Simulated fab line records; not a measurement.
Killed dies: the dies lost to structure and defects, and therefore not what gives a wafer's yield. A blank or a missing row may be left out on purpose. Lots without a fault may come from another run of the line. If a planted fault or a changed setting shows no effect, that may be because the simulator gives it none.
Which of the tools did it?	flow n5-finfet	Sampling: 10 lots, 29 wafers, 6 of 1938 route steps

## WHAT THE GAUGES SHOWED, per wafer
N5_BEOL_M4_RC_MEAS_101.
lot	measured	on	DIBL_N (mV/V)
L525	day 9 01:16	prober-02	36.5 36.5 34.9
L527	day 9 04:16	prober-02	38.0 35.2 36.1
L529	day 10 13:31	prober-02	36.5 36.4 37.8
L534	day 11 05:14	prober-01	36.7 35.7 38.2
L533	day 11 15:02	prober-01	36.8 36.6 36.8
L536	day 12 00:11	prober-01	36.8 38.2 36.5
L540	day 12 14:08	prober-02	35.7 34.5 37.8
L539	day 13 08:59	prober-01	39.0 36.8 38.3
L542	day 13 11:52	prober-02	37.6 38.0 36.0
L543	day 13 16:56	prober-01	36.6 38.3

## WHICH TOOL RAN EACH LOT (tool, then ch and the chambers of the sampled wafers, then the start)
lot	N5_BEOL_M4_ALD_84	N5_BEOL_M4_SPUTTER_81	N5_BEOL_M4_SPUTTER_92	N5_BEOL_M4_ECD_50	N5_BEOL_M4_CMP_52
L525	ald-metal-04 ch 0,1,3, day 8 21:43	pvd-sputter-01, day 8 22:43	pvd-sputter-01, day 8 23:35	ecd-cu-02 ch 1, day 9 00:08	cmp-03 ch 1,2, day 9 00:38
L527	ald-metal-04 ch 0,1,3, day 9 00:37	pvd-sputter-02, day 9 01:37	pvd-sputter-02, day 9 02:30	ecd-cu-01 ch 0,1, day 9 03:03	cmp-04 ch 0,1,3, day 9 03:32
L529	ald-metal-04 ch 0,2,3, day 10 10:07	pvd-sputter-01, day 10 11:04	pvd-sputter-01, day 10 11:57	ecd-cu-01 ch 0,1, day 10 12:31	cmp-03 ch 1,2, day 10 12:55
L534	ald-metal-02 ch 0,1,3, day 11 01:40	pvd-sputter-03, day 11 02:49	pvd-sputter-03, day 11 03:41	ecd-cu-01 ch 0,1, day 11 04:15	cmp-02 ch 0,1,2, day 11 04:42
L533	ald-metal-01 ch 0,2, day 11 10:54	pvd-sputter-03, day 11 12:36	pvd-sputter-03, day 11 13:29	ecd-cu-02 ch 0,1, day 11 14:02	cmp-03 ch 1,2,3, day 11 14:31
L536	ald-metal-04 ch 2,3, day 11 20:07	pvd-sputter-03, day 11 21:28	pvd-sputter-03, day 11 22:20	ecd-cu-01 ch 0,1, day 11 22:55	cmp-02 ch 0,1, day 11 23:19
L540	ald-metal-04 ch 0,1,3, day 12 05:40	pvd-sputter-02, day 12 08:53	pvd-sputter-02, day 12 09:46	ecd-cu-01 ch 0,1, day 12 10:20	cmp-04 ch 0,2,3, day 12 12:43
L539	ald-metal-02 ch 0,1,2, day 13 04:01	pvd-sputter-02, day 13 05:25	pvd-sputter-02, day 13 06:18	ecd-cu-02 ch 0, day 13 06:51	cmp-02 ch 1,2,3, day 13 08:16
L542	ald-metal-01 ch 1,2,3, day 13 07:41	pvd-sputter-03, day 13 09:09	pvd-sputter-03, day 13 10:05	ecd-cu-01 ch 0,1, day 13 10:43	cmp-03 ch 0,2,3, day 13 11:06
L543	ald-metal-02 ch 0,1, day 13 13:24	pvd-sputter-01, day 13 14:22	pvd-sputter-01, day 13 15:14	ecd-cu-01 ch 0,1, day 13 15:47	cmp-02 ch 0,1, day 13 16:10
- N5_BEOL_M4_ALD_84: deposits TaN, pulse time 2 s, purge time 3 s, co reactant purge time 2 s.
- N5_BEOL_M4_SPUTTER_81: material Cu, target thk 4.5 nm, time 8.29 s.
- N5_BEOL_M4_SPUTTER_92: material Cu, target thk 4.5 nm, time 8.29 s.
- N5_BEOL_M4_ECD_50: material Cu, target thk 300 nm.
- N5_BEOL_M4_CMP_52: polishes, stops on SiOC, t overpolish 6.8 s, target thk 40 nm.

## THE ANSWER, worked out from the rows above alone
Rule: the usual values come from the lots themselves. The widest of any qualifying gaps counts: lots, ordered by their means at a reading, are off when they make up no more than a third of the lots, leave a main group of 4 or more, and stand apart from it by 3 or more times the standard deviation of that group's means. Not used: any main group whose means are identical at the precision the tables above print for the reading. A lot without any number at a reading at which 4 lots or more have one is off too. All remaining lots with rows at the step are treated as sound.
Across all readings shown, no lot is off: no conclusion can be drawn from this.

## WHAT WAS PUT IN BY THE SIMULATOR
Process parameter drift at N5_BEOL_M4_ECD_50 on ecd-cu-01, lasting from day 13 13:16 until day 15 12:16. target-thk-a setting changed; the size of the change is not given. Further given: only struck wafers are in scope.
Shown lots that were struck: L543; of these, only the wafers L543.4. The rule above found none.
